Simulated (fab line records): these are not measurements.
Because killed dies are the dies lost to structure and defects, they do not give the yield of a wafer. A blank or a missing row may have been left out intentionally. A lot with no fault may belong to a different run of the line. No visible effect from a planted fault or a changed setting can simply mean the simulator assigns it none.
Chamber matching | flow n5 finfet | 4 sister chambers for N5_BEOL_M8_ETCH_62 on rie diel-01
The step etches SOC in N2/H2, target depth 110 nm, overetch 22 nm, time 165 s. 14 wafers are shown with their chamber, then 7 later ones without.

WAFERS WITH THEIR CHAMBER
wafer  | chamber | showerhead plenum p Torr (Torr) | drypump motor current A (A) | throttle valve pct (%)
L079.1 | 1       | 2.48                            | 6.4                         | 17.64
L079.4 | 2       | 2.61                            | 5.4                         | 18.01
L079.6 | 0       | 2.42                            | 6.2                         | 17.86
L080.2 | 1       | 2.48                            | 6.5                         | 17.64
L080.4 | 3       | 2.30                            | 5.1                         | 17.56
L080.5 | 1       | 2.48                            | 6.5                         | 17.64
L081.1 | 1       | 2.48                            | 6.5                         | 17.64
L081.2 | 3       | 2.30                            | 5.1                         | 17.55
L081.6 | 1       | 2.48                            | 6.5                         | 17.65
L085.1 | 1       | 2.48                            | 6.4                         | 17.65
L085.4 | 1       | 2.48                            | 6.4                         | 17.66
L085.6 | 0       | 2.41                            | 6.2                         | 17.90
L086.2 | 3       | 2.30                            | 5.1                         | 17.57
L086.4 | 1       | 2.48                            | 6.5                         | 17.66

SIGNATURES, as means of the wafers listed above
reading                  | chamber 0 | chamber 1 | chamber 2 | chamber 3 | scatter within a chamber
showerhead plenum p Torr | 2.4150    | 2.4800    | 2.6100    | 2.3000    | 0.00224
drypump motor current A  | 6.200     | 6.463     | 5.400     | 5.100     | 0.0433
throttle valve pct       | 17.8800   | 17.6475   | 18.0100   | 17.5600   | 0.0124
Rule: distance of a wafer from a chamber = root of the sum over the readings of ((wafer's reading minus chamber's mean) / reading's scatter) squared. The wafer belongs to the nearest chamber; if the next one is less than 2 further off, it can't be placed. The scatter: the root of (the sum of the squares of (reading less its chamber's mean) over the shown wafers, divided by (wafers less chambers)).

WAFERS MISSING THEIR CHAMBER
wafer  | showerhead plenum p Torr (Torr) | drypump motor current A (A) | throttle valve pct (%)
L086.5 | 2.41                            | 6.2                         | 17.90
L089.2 | 2.30                            | 5.1                         | 17.60
L089.3 | 2.41                            | 6.2                         | 17.91
L089.5 | 2.41                            | 6.2                         | 17.92
L097.1 | 2.47                            | 6.5                         | 17.69
L097.5 | 2.60                            | 5.4                         | 17.69
L097.6 | 2.29                            | 5.2                         | 17.61

CHAMBER TAKEN BY EACH
wafer  | from the rows above | in truth
L086.5 | 0                   | 0
L089.2 | 3                   | 3
L089.3 | 0                   | 0
L089.5 | 0                   | 0
L097.1 | 1                   | 1
L097.5 | 2                   | 2
L097.6 | 3                   | 3
7 of 7 placed correctly. Left unplaced by these rows: 0. Placed wrongly: 0.
